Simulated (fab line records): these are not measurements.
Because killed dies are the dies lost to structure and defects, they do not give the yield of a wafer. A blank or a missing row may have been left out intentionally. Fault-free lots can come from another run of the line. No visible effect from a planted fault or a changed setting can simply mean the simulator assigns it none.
Lot-split experiment / flow n5-finfet / 39 wafers read across 7 lots, on a route 1938 steps long

## SPLIT DETAILS
At N5_BEOL_M14_TRENCH_ETCH_34 (etches SiO2 in C4F8/O2/Ar, target depth 556.65 nm, time 126.9 s), the setting time-s was moved away from the recipe's 126.9 s on 15 of the 39 wafers read, by -39.5% to +33.0%. For the rest of the wafers, this setting stayed at what the recipe calls for.

## FROM THE SPLIT TO THE READING: what the file shows between them, 9 steps
- N5_BEOL_M14_STRIP_70: strips in C4F8/O2/Ar
- N5_BEOL_M14_OCD_MEAS_35
- N5_BEOL_M14_STRIP_37: strips in O2
- N5_BEOL_M14_ETCH_38: etches SiCN in CF4/N2, target depth 106.5 nm, time 120.6 s
- N5_BEOL_M14_ECD_47: material Cu, target thk 1248 nm
- N5_BEOL_M14_ANNEAL_48: time 90 s
- N5_BEOL_M14_CMP_49: polishes, stops on SiO2, t overpolish 5.2 s, target thk 560 nm
- N5_BEOL_M14_PRE_CLEAN_52: time 15 s
- N5_BEOL_M14_DEP_53: deposits SiCN from 3MS/NH3, target thk 50 nm, time 17.8 s

## THE READING
M14_RS (ohm/sq), read at N5_BEOL_M14_RS_MEAS_54 with a four-point probe. On this fab line, fault-free wafers typically give 0.0338 ohm/sq with a standard deviation of 0.0012 ohm/sq.

wafer=L077.1; tool, chamber at the split=rie-diel-01, 2; time-s as run, s=167.9; against the recipe=+32.3%; M14_RS, ohm/sq=0.0247; against lot-mates on the recipe=-0.0090
wafer=L077.2; tool, chamber at the split=rie-diel-01, 0; time-s as run, s=167.9; against the recipe=+32.3%; M14_RS, ohm/sq=0.0258; against lot-mates on the recipe=-0.0079
wafer=L077.3; tool, chamber at the split=rie-diel-01, 1; time-s as run, s=126.9; against the recipe=recipe; M14_RS, ohm/sq=0.0339; against lot-mates on the recipe=-
wafer=L077.4; tool, chamber at the split=rie-diel-01, 3; time-s as run, s=126.9; against the recipe=recipe; M14_RS, ohm/sq=0.0331; against lot-mates on the recipe=-
wafer=L077.5; tool, chamber at the split=rie-diel-01, 3; time-s as run, s=167.9; against the recipe=+32.3%; M14_RS, ohm/sq=0.0254; against lot-mates on the recipe=-0.0083
wafer=L077.6; tool, chamber at the split=rie-diel-01, 0; time-s as run, s=126.9; against the recipe=recipe; M14_RS, ohm/sq=0.0340; against lot-mates on the recipe=-
wafer=L080.1; tool, chamber at the split=rie-diel-05, 1; time-s as run, s=126.9; against the recipe=recipe; M14_RS, ohm/sq=0.0348; against lot-mates on the recipe=-
wafer=L080.2; tool, chamber at the split=rie-diel-05, 2; time-s as run, s=126.9; against the recipe=recipe; M14_RS, ohm/sq=0.0327; against lot-mates on the recipe=-
wafer=L080.3; tool, chamber at the split=rie-diel-05, 3; time-s as run, s=126.9; against the recipe=recipe; M14_RS, ohm/sq=0.0343; against lot-mates on the recipe=-
wafer=L080.4; tool, chamber at the split=rie-diel-05, 0; time-s as run, s=160.1; against the recipe=+26.2%; M14_RS, ohm/sq=0.0272; against lot-mates on the recipe=-0.0067
wafer=L080.5; tool, chamber at the split=rie-diel-05, 2; time-s as run, s=160.1; against the recipe=+26.2%; M14_RS, ohm/sq=0.0260; against lot-mates on the recipe=-0.0079
wafer=L080.6; tool, chamber at the split=rie-diel-05, 1; time-s as run, s=160.1; against the recipe=+26.2%; M14_RS, ohm/sq=0.0274; against lot-mates on the recipe=-0.0065
wafer=L085.1; tool, chamber at the split=rie-diel-01, 2; time-s as run, s=126.9; against the recipe=recipe; M14_RS, ohm/sq=0.0318; against lot-mates on the recipe=-
wafer=L085.2; tool, chamber at the split=rie-diel-01, 0; time-s as run, s=126.9; against the recipe=recipe; M14_RS, ohm/sq=0.0330; against lot-mates on the recipe=-
wafer=L085.3; tool, chamber at the split=rie-diel-01, 3; time-s as run, s=126.9; against the recipe=recipe; M14_RS, ohm/sq=0.0330; against lot-mates on the recipe=-
wafer=L085.4; tool, chamber at the split=rie-diel-01, 1; time-s as run, s=126.9; against the recipe=recipe; M14_RS, ohm/sq=0.0333; against lot-mates on the recipe=-
wafer=L085.5; tool, chamber at the split=rie-diel-01, 3; time-s as run, s=126.9; against the recipe=recipe; M14_RS, ohm/sq=0.0327; against lot-mates on the recipe=-
wafer=L085.6; tool, chamber at the split=rie-diel-01, 0; time-s as run, s=126.9; against the recipe=recipe; M14_RS, ohm/sq=0.0330; against lot-mates on the recipe=-
wafer=L089.1; tool, chamber at the split=rie-diel-05, 3; time-s as run, s=126.9; against the recipe=recipe; M14_RS, ohm/sq=0.0348; against lot-mates on the recipe=-
wafer=L089.2; tool, chamber at the split=rie-diel-05, 1; time-s as run, s=126.9; against the recipe=recipe; M14_RS, ohm/sq=0.0345; against lot-mates on the recipe=-
wafer=L089.6; tool, chamber at the split=rie-diel-05, 1; time-s as run, s=126.9; against the recipe=recipe; M14_RS, ohm/sq=0.0347; against lot-mates on the recipe=-
wafer=L091.1; tool, chamber at the split=rie-diel-01, 2; time-s as run, s=126.9; against the recipe=recipe; M14_RS, ohm/sq=0.0329; against lot-mates on the recipe=-
wafer=L091.2; tool, chamber at the split=rie-diel-01, 1; time-s as run, s=126.9; against the recipe=recipe; M14_RS, ohm/sq=0.0348; against lot-mates on the recipe=-
wafer=L091.3; tool, chamber at the split=rie-diel-01, 3; time-s as run, s=146.3; against the recipe=+15.3%; M14_RS, ohm/sq=0.0290; against lot-mates on the recipe=-0.0049
wafer=L091.4; tool, chamber at the split=rie-diel-01, 0; time-s as run, s=126.9; against the recipe=recipe; M14_RS, ohm/sq=0.0339; against lot-mates on the recipe=-
wafer=L091.5; tool, chamber at the split=rie-diel-01, 0; time-s as run, s=146.3; against the recipe=+15.3%; M14_RS, ohm/sq=0.0295; against lot-mates on the recipe=-0.0044
wafer=L091.6; tool, chamber at the split=rie-diel-01, 3; time-s as run, s=146.3; against the recipe=+15.3%; M14_RS, ohm/sq=0.0289; against lot-mates on the recipe=-0.0050
wafer=L092.1; tool, chamber at the split=rie-diel-04, 0; time-s as run, s=126.9; against the recipe=recipe; M14_RS, ohm/sq=0.0328; against lot-mates on the recipe=-
wafer=L092.2; tool, chamber at the split=rie-diel-04, 1; time-s as run, s=168.8; against the recipe=+33.0%; M14_RS, ohm/sq=0.0248; against lot-mates on the recipe=-0.0102
wafer=L092.3; tool, chamber at the split=rie-diel-04, 2; time-s as run, s=126.9; against the recipe=recipe; M14_RS, ohm/sq=0.0361; against lot-mates on the recipe=-
wafer=L092.4; tool, chamber at the split=rie-diel-04, 3; time-s as run, s=168.8; against the recipe=+33.0%; M14_RS, ohm/sq=0.0243; against lot-mates on the recipe=-0.0107
wafer=L092.5; tool, chamber at the split=rie-diel-04, 3; time-s as run, s=168.8; against the recipe=+33.0%; M14_RS, ohm/sq=0.0243; against lot-mates on the recipe=-0.0107
wafer=L092.6; tool, chamber at the split=rie-diel-04, 2; time-s as run, s=126.9; against the recipe=recipe; M14_RS, ohm/sq=0.0362; against lot-mates on the recipe=-
wafer=L097.1; tool, chamber at the split=rie-diel-04, 3; time-s as run, s=126.9; against the recipe=recipe; M14_RS, ohm/sq=0.0329; against lot-mates on the recipe=-
wafer=L097.2; tool, chamber at the split=rie-diel-04, 0; time-s as run, s=76.74; against the recipe=-39.5%; M14_RS, ohm/sq=0.0553; against lot-mates on the recipe=+0.0212
wafer=L097.3; tool, chamber at the split=rie-diel-04, 2; time-s as run, s=76.74; against the recipe=-39.5%; M14_RS, ohm/sq=0.0615; against lot-mates on the recipe=+0.0274
wafer=L097.4; tool, chamber at the split=rie-diel-04, 2; time-s as run, s=126.9; against the recipe=recipe; M14_RS, ohm/sq=0.0366; against lot-mates on the recipe=-
wafer=L097.5; tool, chamber at the split=rie-diel-04, 0; time-s as run, s=76.74; against the recipe=-39.5%; M14_RS, ohm/sq=0.0556; against lot-mates on the recipe=+0.0215
wafer=L097.6; tool, chamber at the split=rie-diel-04, 3; time-s as run, s=126.9; against the recipe=recipe; M14_RS, ohm/sq=0.0329; against lot-mates on the recipe=-

THE FIT
A straight line over all 39 wafers: M14_RS changes by -0.000409 ohm/sq for each +1% of time-s; r = -0.94; the points scatter about the line by 0.0028 ohm/sq.
The same after taking each lot's own level away (the mean of its wafers on the recipe; 39 wafers): -0.000413 ohm/sq for each +1%; r = -0.95; scatter 0.0026 ohm/sq.
Per that fit: largest time-s move, reading shift of 0.016 ohm/sq.
Across the lots, their own levels run from 0.03280 to 0.03503 ohm/sq, a range of 1.9 times the standard deviation given above.
The two slopes agree, so the slope changes little with the lot-to-lot level.
Check: with one of the wafers moved furthest among these (-39.5%) left out of the fit, the line predicts +0.0171 ohm/sq for it against its lot-mates. Against them it came out at +0.0212 ohm/sq.

## OTHER SPLITS ON THESE WAFERS
These wafers also went through other splits before the reading. Each is held against what the fit with the lots' levels taken away leaves over:
other split on the same wafers=N5_BEOL_M12_TRENCH_ETCH_34 time-s; wafers away from the commonest value=12; r with M14_RS (lot level and that fit taken away)=+0.07

## THE WHOLE CHAIN: every reading that the file lists as answering this split, in the file's order
step=N5_BEOL_M14_TRENCH_ETCH_34; what it does=etches SiO2 in C4F8/O2/Ar, target depth 556.65 nm, time 126.9 s; reading=etch.depth-nm (the simulator's own value, which no gauge read); change (the file's fit)=+5.79 nm for each +1% of the setting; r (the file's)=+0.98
step=N5_BEOL_M14_OCD_MEAS_35; what it does=; reading=trench-depth-nm; change (the file's fit)=+5.79 nm for each +1% of the setting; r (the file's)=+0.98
step=N5_BEOL_M14_CMP_49; what it does=polishes, stops on SiO2, t overpolish 5.2 s, target thk 560 nm; reading=Cu_of_BEOL_M14_ECD_47.thk-nm (the simulator's own value, which no gauge read); change (the file's fit)=+5.79 nm for each +1% of the setting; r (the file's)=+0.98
step=N5_BEOL_M14_RS_MEAS_54; what it does=measures by four-point-probe; reading=M14_RS; change (the file's fit)=-0.00039 for each +1% of the setting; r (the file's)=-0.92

## THE FILE'S OWN FIT
M14_RS changes by -0.00039 ohm/sq for each +1% of time-s, r = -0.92.
